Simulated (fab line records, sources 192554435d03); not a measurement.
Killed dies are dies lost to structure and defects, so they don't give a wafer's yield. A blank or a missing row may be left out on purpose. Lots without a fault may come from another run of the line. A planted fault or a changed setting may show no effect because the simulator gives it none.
fab line records | flow n5_finfet | part 1 of 2: steps 1 to 26 of 35
record lots=5 wafers=15 last_day=16
route steps=1938 shown BEOL_M1@809 BEOL_M2@841
lots that met no fault: from a run of the same line without faults
start_h: hours from the record's first day to the start of the lot's first wafer shown | wait_h: hours since the lot's step before | " the same as in the row above | L1.1+2: a row that stands for several wafers | - no value, or no start given | * or withheld: withheld | < > ~ a bound
route shown NAME@n: a module of which the file shows steps, and the number in the route of the first | usual: mean/standard deviation of fault-free wafers | same: alike in all rows | chamber/n: place in a boat | sites: the reading at each site | _std_site: their standard deviation | _edge_site: outer sites' mean less inner sites' | radius_mm: how far each site lies from the wafer's centre | mask NAME#n: copy n | behind: the tool/chamber that last shaped the wafer | hold: why the lot was held/for how many hours/how that ended | device: the transistor (n, p or np) that didn't switch | end of line: the same wafers' tests at the end of the route | a step without rows: its recipe alone | killed: dies lost to structure and defects at the first sort, not the wafer's yield | map: a wafer's dies, x killed, . not, _ none there
set.NAME: the setting as run; set.NAME@STEP: as run at that earlier step | model.NAME: the simulator's own value behind a step, which no gauge read
lots at some steps of the route; a table a step, a row a wafer
services: from which hour (start_h, from the record's first day; less than 0 if before it) a tool's chamber was out of use, for how many hours, and why
## steps
# step N5_BEOL_M1_DEGAS_44
# recipe ambient=vacuum temp_c=250 time_s=60
# usual heater_power_w=329/46
# columns lot.wafer tool chamber start_h wait_h heater_power_w
L074.3 pvd_sputter-03 - 124.16 0.4 438
L074.5 " - " " 297
L074.6 " - " " 342
L081.1 pvd_sputter-02 - 169.52 0.3 283
L081.4 " - " " 291
L081.5 " - " " 276
L088.2 pvd_sputter-03 - 212.33 0.2 347
L088.4 " - " " 427
L088.5 " - " " 313
L091.1 pvd_sputter-01 - 227.69 0.5 349
L091.4 " - " " 290
L091.6 " - " " 299
L092.1 pvd_sputter-02 - 231.38 0.3 282
L092.3 " - " " 345
L092.6 " - " " 284
# step N5_BEOL_M1_PRE_CLEAN_45
# recipe gas=H2/He time_s=30 temp_c=250
# usual heater_power_w=328/46
# columns lot.wafer tool chamber start_h wait_h heater_power_w
L074.3 pvd_sputter-03 - 124.20 0.0 428
L074.5 " - " " 299
L074.6 " - " " 353
L081.1 pvd_sputter-02 - 169.56 0.0 286
L081.4 " - " " 294
L081.5 " - " " 285
L088.2 pvd_sputter-03 - 212.37 0.0 344
L088.4 " - " " 415
L088.5 " - " " 305
L091.1 pvd_sputter-01 - 227.73 0.0 349
L091.4 " - " " 289
L091.6 " - " " 305
L092.1 pvd_sputter-02 - 231.42 0.0 279
L092.3 " - " " 356
L092.6 " - " " 280
# step N5_BEOL_M1_ALD_84
# recipe material=TaN target_thk_a=* temp_c=275 ald_precursor_family=PDMAT ald_co_reactant=NH3 pressure_torr=3 carrier_flow_sccm=1500 pulse_time_s=2 purge_time_s=3 co_reactant_purge_time_s=2 co_reactant_pulse_time_s=3 ald_cycles=30 precursor_vessel_temp_c=75 precursor_vessel_pressure_torr=26.25 precursor_vessel_carrier_sccm=1000
# usual heater_power_w=437/57
# same co_reactant_purge_time_s=2
# columns lot.wafer tool chamber start_h wait_h heater_power_w
L074.3 ald_metal-04 0 124.26 0.0 506
L074.5 " 3 " " 352
L074.6 " 0 " " 493
L081.1 ald_metal-04 3 169.63 0.0 346
L081.4 " 0 " " 498
L081.5 " 0 " " 494
L088.2 ald_metal-03 3 212.43 0.0 407
L088.4 " 2 " " 522
L088.5 " 2 " " 535
L091.1 ald_metal-01 2 227.79 0.0 410
L091.4 " 3 " " 441
L091.6 " 3 " " 433
L092.1 ald_metal-04 3 231.63 0.2 349
L092.3 " 1 " " 506
L092.6 " 3 " " 353
# step N5_BEOL_M1_SURFACE_TREAT_85
# recipe gas=Ar time_s=* ion_energy_ev=* ion_current_ma_cm2=0.5 pressure_mtorr=* ar_flow_sccm=30
# usual ar_flow_sccm=30.00/0.093 throttle_valve_pct=*
# columns lot.wafer tool chamber start_h wait_h ar_flow_sccm throttle_valve_pct
L074.3 pvd_sputter-01 - 124.57 0.2 29.97 *
L074.5 " - " " 30.00 *
L074.6 " - " " 30.15 *
L081.1 pvd_sputter-02 - 169.85 0.1 30.03 *
L081.4 " - " " 30.07 *
L081.5 " - " " 29.91 *
L088.2 pvd_sputter-03 - 212.85 0.3 30.02 *
L088.4 " - " " 30.04 *
L088.5 " - " " 29.99 *
L091.1 pvd_sputter-01 - 228.13 0.2 29.97 *
L091.4 " - " " 29.92 *
L091.6 " - " " 30.04 *
L092.1 pvd_sputter-01 - 231.92 0.2 30.13 *
L092.3 " - " " 30.16 *
L092.6 " - " " 29.92 *
# step N5_BEOL_M1_CVD_47
# recipe material=Co target_thk_a=30 temp_c=withheld precursor=CCTBA/H2 pressure_torr=30 time_s=223.8
# columns lot.wafer tool chamber start_h wait_h
L074.3+5+6 cvd_co-01 0,2,0 124.93 0.3
L081.1+4+5 cvd_co-01 0,1,0 169.91 0.0
L088.2+4+5 cvd_co-02 1,1,2 212.91 0.0
L091.1+4+6 cvd_co-01 1,2,0 228.27 0.1
L092.1+3+6 cvd_co-01 1,2,1 231.98 0.0
# step N5_BEOL_M1_SPUTTER_48
# recipe material=Cu target_thk_a=45 temp_c=-20 chamber_pressure_pa=0.07 power_w=withheld time_s=8.29
# usual throttle_valve_pct=29.7/0.93
# columns lot.wafer tool chamber start_h wait_h throttle_valve_pct
L074.3 pvd_sputter-03 - 126.16 1.2 30.4
L074.5 " - " " 30.4
L074.6 " - " " 29.5
L081.1 pvd_sputter-01 - 170.07 0.1 30.1
L081.4 " - " " 29.8
L081.5 " - " " 30.5
L088.2 pvd_sputter-01 - 213.07 0.1 30.7
L088.4 " - " " 30.2
L088.5 " - " " 28.7
L091.1 pvd_sputter-03 - 228.43 0.1 27.8
L091.4 " - " " 29.6
L091.6 " - " " 27.5
L092.1 pvd_sputter-02 - 232.26 0.2 29.4
L092.3 " - " " 30.8
L092.6 " - " " 29.7
# step N5_BEOL_M1_ANNEAL_49
# recipe temp_c=400 time_s=240 ambient=vacuum
# usual heater_power_w=806/100
# columns lot.wafer tool chamber start_h wait_h heater_power_w
L074.3 pvd_sputter-03 - 126.24 0.0 752
L074.5 " - " " 740
L074.6 " - " " 868
L081.1 pvd_sputter-01 - 170.15 0.0 918
L081.4 " - " " 733
L081.5 " - " " 734
L088.2 pvd_sputter-01 - 213.15 0.0 755
L088.4 " - " " 735
L088.5 " - " " 858
L091.1 pvd_sputter-03 - 228.51 0.0 1032
L091.4 " - " " 846
L091.6 " - " " 1053
L092.1 pvd_sputter-02 - 232.34 0.0 864
L092.3 " - " " 697
L092.6 " - " " 717
# step N5_BEOL_M1_SPUTTER_79
# recipe material=Cu target_thk_a=45 temp_c=-20 chamber_pressure_pa=0.07 power_w=withheld time_s=8.29
# usual throttle_valve_pct=29.7/0.93
# columns lot.wafer tool chamber start_h wait_h throttle_valve_pct
L074.3 pvd_sputter-03 - 126.38 0.1 30.4
L074.5 " - " " 30.2
L074.6 " - " " 29.8
L081.1 pvd_sputter-01 - 170.29 0.1 30.1
L081.4 " - " " 30.2
L081.5 " - " " 30.5
L088.2 pvd_sputter-01 - 213.29 0.1 30.6
L088.4 " - " " 30.3
L088.5 " - " " 28.5
L091.1 pvd_sputter-03 - 228.65 0.1 27.8
L091.4 " - " " 29.7
L091.6 " - " " 27.6
L092.1 pvd_sputter-02 - 232.48 0.1 29.0
L092.3 " - " " 31.0
L092.6 " - " " 30.0
# step N5_BEOL_M1_ANNEAL_80
# recipe temp_c=400 time_s=240 ambient=vacuum
# usual heater_power_w=806/100
# columns lot.wafer tool chamber start_h wait_h heater_power_w
L074.3 pvd_sputter-03 - 126.46 0.0 740
L074.5 " - " " 726
L074.6 " - " " 870
L081.1 pvd_sputter-01 - 170.37 0.0 913
L081.4 " - " " 731
L081.5 " - " " 751
L088.2 pvd_sputter-01 - 213.37 0.0 741
L088.4 " - " " 720
L088.5 " - " " 855
L091.1 pvd_sputter-03 - 228.73 0.0 1063
L091.4 " - " " 830
L091.6 " - " " 1048
L092.1 pvd_sputter-02 - 232.56 0.0 896
L092.3 " - " " 703
L092.6 " - " " 718
# step N5_BEOL_M1_SPUTTER_81
# recipe material=Cu target_thk_a=45 temp_c=-20 chamber_pressure_pa=0.07 power_w=withheld time_s=8.29
# usual throttle_valve_pct=29.7/0.94
# columns lot.wafer tool chamber start_h wait_h throttle_valve_pct
L074.3 pvd_sputter-03 - 126.60 0.1 30.5
L074.5 " - " " 30.5
L074.6 " - " " 29.5
L081.1 pvd_sputter-01 - 170.51 0.1 30.2
L081.4 " - " " 30.3
L081.5 " - " " 31.0
L088.2 pvd_sputter-01 - 213.51 0.1 30.7
L088.4 " - " " 30.1
L088.5 " - " " 28.7
L091.1 pvd_sputter-03 - 228.87 0.1 27.4
L091.4 " - " " 29.6
L091.6 " - " " 27.4
L092.1 pvd_sputter-02 - 232.70 0.1 29.3
L092.3 " - " " 30.9
L092.6 " - " " 29.7
# step N5_BEOL_M1_ANNEAL_82
# recipe temp_c=400 time_s=240 ambient=vacuum
# usual heater_power_w=807/97
# columns lot.wafer tool chamber start_h wait_h heater_power_w
L074.3 pvd_sputter-03 - 126.68 0.0 747
L074.5 " - " " 771
L074.6 " - " " 880
L081.1 pvd_sputter-01 - 170.59 0.0 896
L081.4 " - " " 736
L081.5 " - " " 766
L088.2 pvd_sputter-01 - 213.59 0.0 745
L088.4 " - " " 728
L088.5 " - " " 867
L091.1 pvd_sputter-03 - 228.95 0.0 1050
L091.4 " - " " 851
L091.6 " - " " 1070
L092.1 pvd_sputter-02 - 232.78 0.0 893
L092.3 " - " " 715
L092.6 " - " " 709
# step N5_BEOL_M1_SPUTTER_86
# recipe material=Cu target_thk_a=45 temp_c=-20 chamber_pressure_pa=0.07 power_w=withheld time_s=8.29
# usual throttle_valve_pct=29.7/0.95
# columns lot.wafer tool chamber start_h wait_h throttle_valve_pct
L074.3 pvd_sputter-03 - 126.82 0.1 30.6
L074.5 " - " " 30.7
L074.6 " - " " 30.1
L081.1 pvd_sputter-01 - 170.73 0.1 30.2
L081.4 " - " " 30.7
L081.5 " - " " 30.8
L088.2 pvd_sputter-01 - 213.73 0.1 30.7
L088.4 " - " " 30.5
L088.5 " - " " 28.5
L091.1 pvd_sputter-03 - 229.09 0.1 27.7
L091.4 " - " " 29.8
L091.6 " - " " 27.6
L092.1 pvd_sputter-02 - 232.92 0.1 29.1
L092.3 " - " " 31.3
L092.6 " - " " 29.8
# step N5_BEOL_M1_ANNEAL_87
# recipe temp_c=400 time_s=240 ambient=vacuum
# usual heater_power_w=804/100
# columns lot.wafer tool chamber start_h wait_h heater_power_w
L074.3 pvd_sputter-03 - 126.90 0.0 763
L074.5 " - " " 748
L074.6 " - " " 844
L081.1 pvd_sputter-01 - 170.81 0.0 901
L081.4 " - " " 717
L081.5 " - " " 744
L088.2 pvd_sputter-01 - 213.81 0.0 730
L088.4 " - " " 721
L088.5 " - " " 853
L091.1 pvd_sputter-03 - 229.17 0.0 1037
L091.4 " - " " 851
L091.6 " - " " 1049
L092.1 pvd_sputter-02 - 233.00 0.0 883
L092.3 " - " " 712
L092.6 " - " " 698
# step N5_BEOL_M1_SPUTTER_88
# recipe material=Cu target_thk_a=45 temp_c=-20 chamber_pressure_pa=0.07 power_w=withheld time_s=8.29
# usual throttle_valve_pct=29.7/0.93
# columns lot.wafer tool chamber start_h wait_h throttle_valve_pct
L074.3 pvd_sputter-03 - 127.04 0.1 30.5
L074.5 " - " " 30.5
L074.6 " - " " 29.8
L081.1 pvd_sputter-01 - 170.95 0.1 30.2
L081.4 " - " " 30.2
L081.5 " - " " 30.9
L088.2 pvd_sputter-01 - 213.95 0.1 30.5
L088.4 " - " " 30.3
L088.5 " - " " 28.8
L091.1 pvd_sputter-03 - 229.31 0.1 27.6
L091.4 " - " " 29.8
L091.6 " - " " 27.9
L092.1 pvd_sputter-02 - 233.14 0.1 29.1
L092.3 " - " " 31.0
L092.6 " - " " 29.8
# step N5_BEOL_M1_ANNEAL_89
# recipe temp_c=400 time_s=240 ambient=vacuum
# usual heater_power_w=805/98
# columns lot.wafer tool chamber start_h wait_h heater_power_w
L074.3 pvd_sputter-03 - 127.12 0.0 739
L074.5 " - " " 745
L074.6 " - " " 865
L081.1 pvd_sputter-01 - 171.03 0.0 915
L081.4 " - " " 743
L081.5 " - " " 759
L088.2 pvd_sputter-01 - 214.03 0.0 742
L088.4 " - " " 717
L088.5 " - " " 884
L091.1 pvd_sputter-03 - 229.39 0.0 1057
L091.4 " - " " 851
L091.6 " - " " 1079
L092.1 pvd_sputter-02 - 233.22 0.0 880
L092.3 " - " " 720
L092.6 " - " " 698
# step N5_BEOL_M1_SPUTTER_90
# recipe material=Cu target_thk_a=45 temp_c=-20 chamber_pressure_pa=0.07 power_w=withheld time_s=8.29
# usual throttle_valve_pct=29.7/0.94
# columns lot.wafer tool chamber start_h wait_h throttle_valve_pct
L074.3 pvd_sputter-03 - 127.26 0.1 30.9
L074.5 " - " " 30.9
L074.6 " - " " 29.8
L081.1 pvd_sputter-01 - 171.17 0.1 30.2
L081.4 " - " " 30.1
L081.5 " - " " 30.7
L088.2 pvd_sputter-01 - 214.17 0.1 30.5
L088.4 " - " " 30.4
L088.5 " - " " 28.7
L091.1 pvd_sputter-03 - 229.53 0.1 27.7
L091.4 " - " " 29.8
L091.6 " - " " 27.7
L092.1 pvd_sputter-02 - 233.36 0.1 28.8
L092.3 " - " " 31.2
L092.6 " - " " 29.7
# step N5_BEOL_M1_ANNEAL_91
# recipe temp_c=400 time_s=240 ambient=vacuum
# usual heater_power_w=804/100
# columns lot.wafer tool chamber start_h wait_h heater_power_w
L074.3 pvd_sputter-03 - 127.34 0.0 737
L074.5 " - " " 750
L074.6 " - " " 867
L081.1 pvd_sputter-01 - 171.25 0.0 912
L081.4 " - " " 731
L081.5 " - " " 732
L088.2 pvd_sputter-01 - 214.25 0.0 752
L088.4 " - " " 714
L088.5 " - " " 866
L091.1 pvd_sputter-03 - 229.61 0.0 1080
L091.4 " - " " 859
L091.6 " - " " 1058
L092.1 pvd_sputter-02 - 233.44 0.0 880
L092.3 " - " " 711
L092.6 " - " " 692
# step N5_BEOL_M1_SPUTTER_92
# recipe material=Cu target_thk_a=45 temp_c=-20 chamber_pressure_pa=0.07 power_w=withheld time_s=8.29
# usual throttle_valve_pct=29.7/0.93
# columns lot.wafer tool chamber start_h wait_h throttle_valve_pct
L074.3 pvd_sputter-03 - 127.48 0.1 30.4
L074.5 " - " " 30.7
L074.6 " - " " 29.8
L081.1 pvd_sputter-01 - 171.39 0.1 29.8
L081.4 " - " " 30.4
L081.5 " - " " 30.7
L088.2 pvd_sputter-01 - 214.39 0.1 30.5
L088.4 " - " " 30.1
L088.5 " - " " 28.5
L091.1 pvd_sputter-03 - 229.75 0.1 27.6
L091.4 " - " " 29.5
L091.6 " - " " 27.7
L092.1 pvd_sputter-02 - 233.58 0.1 29.2
L092.3 " - " " 30.8
L092.6 " - " " 29.6
# step N5_BEOL_M1_ANNEAL_93
# recipe temp_c=400 time_s=240 ambient=vacuum
# usual heater_power_w=805/99
# columns lot.wafer tool chamber start_h wait_h heater_power_w
L074.3 pvd_sputter-03 - 127.56 0.0 756
L074.5 " - " " 742
L074.6 " - " " 861
L081.1 pvd_sputter-01 - 171.47 0.0 909
L081.4 " - " " 718
L081.5 " - " " 737
L088.2 pvd_sputter-01 - 214.47 0.0 741
L088.4 " - " " 729
L088.5 " - " " 875
L091.1 pvd_sputter-03 - 229.83 0.0 1043
L091.4 " - " " 871
L091.6 " - " " 1062
L092.1 pvd_sputter-02 - 233.66 0.0 870
L092.3 " - " " 696
L092.6 " - " " 707
# step N5_BEOL_M1_SPUTTER_94
# recipe material=Cu target_thk_a=45 temp_c=-20 chamber_pressure_pa=0.07 power_w=withheld time_s=8.29
# usual throttle_valve_pct=29.7/0.93
# columns lot.wafer tool chamber start_h wait_h throttle_valve_pct
L074.3 pvd_sputter-03 - 127.70 0.1 30.6
L074.5 " - " " 30.7
L074.6 " - " " 29.6
L081.1 pvd_sputter-01 - 171.61 0.1 30.2
L081.4 " - " " 30.1
L081.5 " - " " 30.7
L088.2 pvd_sputter-01 - 214.61 0.1 30.4
L088.4 " - " " 30.2
L088.5 " - " " 28.9
L091.1 pvd_sputter-03 - 229.97 0.1 27.7
L091.4 " - " " 29.7
L091.6 " - " " 27.5
L092.1 pvd_sputter-02 - 233.80 0.1 29.0
L092.3 " - " " 31.3
L092.6 " - " " 29.5
# step N5_BEOL_M1_ANNEAL_95
# recipe temp_c=400 time_s=240 ambient=vacuum
# usual heater_power_w=807/100
# columns lot.wafer tool chamber start_h wait_h heater_power_w
L074.3 pvd_sputter-03 - 127.78 0.0 753
L074.5 " - " " 739
L074.6 " - " " 863
L081.1 pvd_sputter-01 - 171.69 0.0 930
L081.4 " - " " 721
L081.5 " - " " 764
L088.2 pvd_sputter-01 - 214.69 0.0 762
L088.4 " - " " 737
L088.5 " - " " 870
L091.1 pvd_sputter-03 - 230.05 0.0 1045
L091.4 " - " " 855
L091.6 " - " " 1080
L092.1 pvd_sputter-02 - 233.88 0.0 868
L092.3 " - " " 714
L092.6 " - " " 707
# step N5_BEOL_M1_SPUTTER_96
# recipe material=Cu target_thk_a=45 temp_c=-20 chamber_pressure_pa=0.07 power_w=withheld time_s=8.29
# usual throttle_valve_pct=29.7/0.95
# columns lot.wafer tool chamber start_h wait_h throttle_valve_pct
L074.3 pvd_sputter-03 - 127.92 0.1 30.6
L074.5 " - " " 30.8
L074.6 " - " " 29.8
L081.1 pvd_sputter-01 - 171.83 0.1 30.3
L081.4 " - " " 30.0
L081.5 " - " " 30.6
L088.2 pvd_sputter-01 - 214.83 0.1 30.9
L088.4 " - " " 30.2
L088.5 " - " " 28.4
L091.1 pvd_sputter-03 - 230.19 0.1 27.8
L091.4 " - " " 29.5
L091.6 " - " " 27.4
L092.1 pvd_sputter-02 - 234.02 0.1 29.3
L092.3 " - " " 31.2
L092.6 " - " " 29.8
# step N5_BEOL_M1_ECD_50
# recipe material=Cu target_thk_a=3000
# columns lot.wafer tool chamber start_h wait_h
L074.3+5+6 ecd_cu-01 0,0,1 128.05 0.1
L081.1+4+5 ecd_cu-02 0,1,0 171.95 0.1
L088.2+4+5 ecd_cu-01 0,1,0 214.95 0.1
L091.1+4+6 ecd_cu-02 1,0,0 230.31 0.1
L092.1+3+6 ecd_cu-01 0,1,1 234.14 0.1
# step N5_BEOL_M1_ANNEAL_51
# recipe temp_c=225 time_s=90 ambient=N2
# usual wafer_temp_C_max=226.08/0.26
# columns lot.wafer tool chamber start_h wait_h wafer_temp_C_max
L074.3 rtp_anneal-02 0 128.20 0.1 226.48
L074.5 " 0 " " 226.45
L074.6 " 0 " " 226.25
L081.1 rtp_anneal-02 0 172.04 0.1 225.87
L081.4 " 0 " " 225.87
L081.5 " 0 " " 225.91
L088.2 rtp_anneal-02 0 215.07 0.1 226.20
L088.4 " 0 " " 225.74
L088.5 " 0 " " 226.29
L091.1 rtp_anneal-01 0 230.39 0.1 226.25
L091.4 " 0 " " 226.28
L091.6 " 0 " " 225.91
L092.1 rtp_anneal-02 0 234.56 0.4 225.91
L092.3 " 0 " " 226.03
L092.6 " 0 " " 225.78
# step N5_BEOL_M1_CMP_52
# recipe stop_on=SiOC t_overpolish_s=6.8 down_force_psi=1 platen_rpm=50 clearing_platen_down_force_psi=1.5 clearing_platen_rpm=50 post_cmp_clean=cu_alkaline target_thk_nm=40 clearing_platen_pad_velocity_m_s=0.99484 pad_velocity_m_s=0.99484
# usual barrier_field_endpoint_s=24.4/0.72 head_pressure_psi=1.0002/0.0023 motor_current_A=6.3/0.69 overpolish_run_s=6.800/0.009 slurry_flow_ml_min=150.0/0.49 time_to_endpoint_s=62/3.6
# columns lot.wafer tool chamber start_h wait_h barrier_field_endpoint_s head_pressure_psi motor_current_A overpolish_run_s slurry_flow_ml_min time_to_endpoint_s
L074.3 cmp-02 3 128.45 0.2 24.5 1.0009 7.1 6.798 149.3 64
L074.6 " 2 " " 24.9 1.0037 5.2 6.807 150.4 64
L074.5 " 3 " " 26.7 1.0018 6.9 6.797 150.2 68
L081.1 cmp-04 3 172.37 0.3 24.3 1.0027 6.8 6.793 149.5 68
L081.4 " 1 " " 24.2 1.0022 7.2 6.794 150.9 63
L081.5 " 3 " " 24.9 1.0009 6.9 6.783 148.5 67
L088.4 cmp-01 2 215.32 0.1 23.5 1.0029 6.6 6.802 149.7 57
L088.2 " 3 " " 23.1 1.0027 5.6 6.797 150.6 54
L088.5 " 3 " " 23.1 1.0000 5.5 6.792 149.9 56
L091.4 cmp-04 0 230.76 0.2 24.4 1.0010 5.8 6.794 150.1 59
L091.1 " 1 " " 23.9 0.9979 7.0 6.809 150.5 58
L091.6 " 2 " " 24.6 0.9994 5.8 6.798 149.4 60
L092.3 cmp-01 3 235.12 0.3 23.4 0.9984 5.5 6.812 150.3 58
L092.1 " 0 " " 25.4 1.0021 7.0 6.803 150.0 67
L092.6 " 3 " " 23.9 0.9991 5.1 6.788 149.8 53
# step N5_BEOL_M1_THK_MEAS_53
# recipe thk_meas_gauge=xrf reads=Cu_of_BEOL_M1_ECD_50
# usual M1_THK=40.2/1.8
# columns lot.wafer tool chamber start_h wait_h M1_THK[nm]
L074.3 film_metro-01 - 128.71 - 41.8
L074.5 " - " " 42.7
L074.6 " - " " 43.9
L081.1 film_metro-02 - 172.63 - 40.3
L081.4 " - " " 40.8
L081.5 " - " " 41.7
L088.2 film_metro-02 - 215.62 - 37.6
L088.4 " - " " 39.8
L088.5 " - " " 37.1
L091.1 film_metro-01 - 230.98 - 38.1
L091.4 " - " " 39.4
L091.6 " - " " 41.0
L092.1 film_metro-02 - 235.42 - 43.1
L092.3 " - " " 38.2
L092.6 " - " " 38.9
